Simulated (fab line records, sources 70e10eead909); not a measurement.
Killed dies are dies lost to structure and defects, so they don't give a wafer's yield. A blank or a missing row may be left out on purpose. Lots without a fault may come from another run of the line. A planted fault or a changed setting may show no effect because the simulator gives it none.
Which tool did it? | flow nand_harc | 24 lots, 72 wafers sampled, at 1 step of a route of 1159

WHAT THE GAUGES READ, wafer by wafer
NHARC_A_CONTACT_INSPECT_71.
lot  | measured     | on                | raw_defect_count
L075 | day 16 14:25 | defect_inspect-02 | 25 25 33
L074 | day 16 18:10 | defect_inspect-02 | 28 25 22
L078 | day 17 01:38 | defect_inspect-01 | 23 46 28
L076 | day 17 03:23 | defect_inspect-01 | 15 21 20
L077 | day 17 05:32 | defect_inspect-01 | 11 12 13
L079 | day 17 19:49 | defect_inspect-02 | 8 13 13
L080 | day 18 01:35 | defect_inspect-02 | 34 39 36
L083 | day 18 13:32 | defect_inspect-01 | 28 33 36
L081 | day 18 19:41 | defect_inspect-01 | 11 5 11
L082 | day 18 21:25 | defect_inspect-02 | 29 20 32
L084 | day 19 02:56 | defect_inspect-02 | 29 26 30
L085 | day 19 05:04 | defect_inspect-02 | 35 29 28
L087 | day 19 09:56 | defect_inspect-01 | 36 38 23
L086 | day 19 12:21 | defect_inspect-02 | 18 26 29
L088 | day 20 08:09 | defect_inspect-02 | 29 24 29
L090 | day 20 08:38 | defect_inspect-02 | 33 36 23
L091 | day 20 12:20 | defect_inspect-02 | 57 43 49
L089 | day 20 15:58 | defect_inspect-02 | 35 35 37
L092 | day 20 17:39 | defect_inspect-02 | 24 21 8
L093 | day 21 05:12 | defect_inspect-02 | 46 45 52
L094 | day 21 05:21 | defect_inspect-02 | 45 36 44
L097 | day 21 18:31 | defect_inspect-01 | 29 36 32
L096 | day 21 23:24 | defect_inspect-02 | 26 12 18
L095 | day 22 03:17 | defect_inspect-02 | 53 46 45

WHICH TOOL RAN EACH LOT (tool, then ch and the chambers of the sampled wafers, then the start)
The record holds no process step before these readings.

WHAT THE TOOLS THEMSELVES READ (means of the sampled wafers that have a number; where no wafer has one, the mark that the record gives instead)
The record holds no such reading with a usual standard deviation.

THE ANSWER, worked out from the rows above alone
Rule: what is usual is taken from the lots themselves. Put in order of their means at a reading, lots are off if they are a third of the lots or fewer, leave a main group of 4 or more, and stand apart from it by a gap of 3 or more times the standard deviation of the main group's means; of several such gaps the widest counts. A main group whose means are all the same, to the digits that the tables above print for the reading, isn't used. A lot without any number at a reading at which 4 lots or more have one is off too. The other lots that the step has rows for count as sound. The gauges are gone through in route order, then the tools' own readings, and for those a lot's mean is taken as printed above. The first step at which some lot is off is used, and at that step the reading that is off furthest; a lot without a number counts as furthest.
No lot is off at any reading shown: from this, nothing can be told.

WHAT THE SIMULATOR HAD PUT IN
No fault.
